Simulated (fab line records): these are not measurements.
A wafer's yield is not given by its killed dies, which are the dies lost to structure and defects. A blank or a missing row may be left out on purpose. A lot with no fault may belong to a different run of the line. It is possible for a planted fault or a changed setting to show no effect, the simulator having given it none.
Problem report in the 8D (eight disciplines) form, filled by code + flow n5 finfet + the parts of the form that need people (team, actions taken, sign-off) are left out

1. PROBLEM STATEMENT
Mean of oes product au at N5_BEOL_M11_ETCH_41: 1.15 a.u. across 5 wafers in 2 lots; on wafers with no fault it is 0.78 a.u. (standard deviation 0.059). Measured from the usual mean, that is +6.3 standard deviations.
The step: etches SiCN in CH3F/O2, target depth 42.6 nm, time 86 s.
First seen on wafer L573.2, day 15 03:27, on rie diel-06. The record holds 18 wafers of 6 lots with a number at this step. Rule for "out", or "out of limits": more than 4 standard deviations from the usual mean. Any other wafer with a number is counted as sound.

2. WHAT THIS IS AND IS NOT
| question                    | is                                     | is not                                                                              |
|-----------------------------|----------------------------------------|-------------------------------------------------------------------------------------|
| which readings at this step | oes product au                         | O2_flow_sccm, drypump motor current A, showerhead plenum p Torr, throttle valve pct |
| which lots                  | L573, L575                             | L555, L561, L567, L577                                                              |
| which wafers of those lots  | L573.2, L573.4, L575.2, L575.4, L575.6 | L573.3                                                                              |
| read on which tools         | rie diel-06                            | rie diel-05                                                                         |
| when                        | from day 15 03:27                      | up to then (10 sound wafers); but 3 sound wafers of L577 came after                 |

3. WHAT RULES OUT EACH SUSPECT
Counting: any tool at a process step up to the reading remains a suspect provided it ran every lot that is out. Sound lots after the first of them don't rule it out here, since some wafers of a struck lot are sound.
- rie diel-06 at N5_BEOL_M11_ETCH_65 (etches SiARC in CF4, target depth 39 nm, time 65 s): kept. Every lot that is out went through it, the first being L573 (day 15 03:08); the last sound lot it ran before that was L567 (day 13 18:25).
- rie diel-06 at N5_BEOL_M11_ETCH_66 (etches SOC in N2/H2, target depth 120 nm, overetch 24 nm, time 180 s): kept. Every lot that is out went through it, the first being L573 (day 15 03:11); the last sound lot it ran before that was L567 (day 13 18:28).
- rie diel-06 at N5_BEOL_M11_VIA_ETCH_34 (etches SiCOH lowk in C4F6/O2, target depth 184.5 nm, time 69.2 s): kept. Every lot that is out went through it, the first being L573 (day 15 03:19); the last sound lot it ran before that was L567 (day 13 18:35).
- rie diel-06 at N5_BEOL_M11_TRENCH_ETCH_37 (etches SiCOH lowk in C4F6/O2, target depth 148.83 nm, time 48 s): kept. Every lot that is out went through it, the first being L573 (day 15 03:27); the last sound lot it ran before that was L567 (day 13 18:44). With no start given for some of its lots, N5_BEOL_M11_TRENCH_ETCH_37 uses the hours and lot order of N5_BEOL_M11_ETCH_41.
- rie diel-06 at N5_BEOL_M11_ETCH_41 (etches SiCN in CH3F/O2, target depth 42.6 nm, time 86 s): kept. Every lot that is out went through it, the first being L573 (day 15 03:27); the last sound lot it ran before that was L567 (day 13 18:44). Out on those wafers are its own readings of oes product au.
Left after counting: rie diel-06 at N5_BEOL_M11_ETCH_65, rie diel-06 at N5_BEOL_M11_ETCH_66, rie diel-06 at N5_BEOL_M11_VIA_ETCH_34, rie diel-06 at N5_BEOL_M11_TRENCH_ETCH_37, rie diel-06 at N5_BEOL_M11_ETCH_41.

4. THE CAUSE (what the simulator had put in)
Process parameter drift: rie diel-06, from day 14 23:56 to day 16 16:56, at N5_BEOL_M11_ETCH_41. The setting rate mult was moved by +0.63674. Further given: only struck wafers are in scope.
Counting left 5 suspects, and this tool is among them.

5. THE EFFECT CHAIN, in route order
One row per reading whose mean, taken over the struck wafers that have a number, lies over 3 standard deviations from the usual. Readings are gone through only where the record gives a usual standard deviation; hours: the median, over the lots, of the time from a lot's start at the first step in this table giving one to that lot's start at this step; sigmas: the change measured in usual standard deviations.
| hours | step                | reading        | usual     | on struck wafers | change | sigmas |
|-------|---------------------|----------------|-----------|------------------|--------|--------|
| 0     | N5_BEOL_M11_ETCH_41 | oes product au | 0.78 a.u. | 1.15             | +0.37  | +6.3   |
Its process steps:
- N5_BEOL_M11_ETCH_41: etches SiCN in CH3F/O2, target depth 42.6 nm, time 86 s.

6. HOW IT WOULD HAVE BEEN CAUGHT EARLIER
In this record no reading fell out of limits until day 15 03:27, 4 hours after the fault had begun at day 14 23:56.
